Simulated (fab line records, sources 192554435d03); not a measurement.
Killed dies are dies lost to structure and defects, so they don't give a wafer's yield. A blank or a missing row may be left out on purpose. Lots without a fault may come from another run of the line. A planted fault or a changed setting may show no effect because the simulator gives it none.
Chamber matching | flow n5_finfet | N5_BEOL_M10_DEP_56 on pecvd-02: 3 sister chambers
The step deposits SiCN from 3MS/NH3, target thk 15 nm, time 26.5 s. 6 wafers are shown with their chamber, then 10 later ones without.

WAFERS WITH THEIR CHAMBER
wafer  | chamber | throttle_valve_pct (%) | showerhead_plenum_p_Torr (Torr)
L078.4 | 1       | 9.3                    | 3.675
L081.3 | 2       | 8.5                    | 3.638
L081.5 | 0       | 9.4                    | 3.648
L081.6 | 2       | 8.6                    | 3.639
L084.1 | 1       | 9.3                    | 3.659
L084.3 | 0       | 9.1                    | 3.664

WAFERS WITHOUT THEIR CHAMBER
wafer  | throttle_valve_pct (%) | showerhead_plenum_p_Torr (Torr)
L084.6 | 8.4                    | 3.642
L093.1 | 8.7                    | 3.641
L093.3 | 9.2                    | 3.674
L093.4 | 8.9                    | 3.669
L096.1 | 9.3                    | 3.665
L096.2 | 8.6                    | 3.635
L096.3 | 9.3                    | 3.664
L097.1 | 9.2                    | 3.670
L097.2 | 9.4                    | 3.678
L097.4 | 9.5                    | 3.670

WHICH CHAMBER EACH WENT THROUGH
wafer  | from the rows above          | in truth
L084.6 | 2                            | 2
L093.1 | 2                            | 2
L093.3 | can't be placed: 1 or 0      | 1
L093.4 | can't be placed: 0 or 1 or 2 | 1
L096.1 | can't be placed: 1 or 0      | 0
L096.2 | 2                            | 2
L096.3 | can't be placed: 1 or 0      | 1
L097.1 | can't be placed: 1 or 0      | 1
L097.2 | can't be placed: 1 or 0      | 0
L097.4 | can't be placed: 1 or 0      | 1
Placed correctly: 3 of 10. Can't be placed from these rows: 7 (the true chamber is among the candidates in 7). Placed wrongly: 0.
How it was worked out, from the rows above alone: a wafer's distance from a chamber is the root of the sum, over the readings, of the square of ((its reading less the chamber's mean) divided by the reading's scatter). The wafer belongs to the nearest chamber; if the next one is less than 2 further off, it can't be placed. A chamber's mean is the mean of its shown wafers. The scatter: the root of (the sum of the squares of (reading less its chamber's mean) over the shown wafers, divided by (wafers less chambers)).
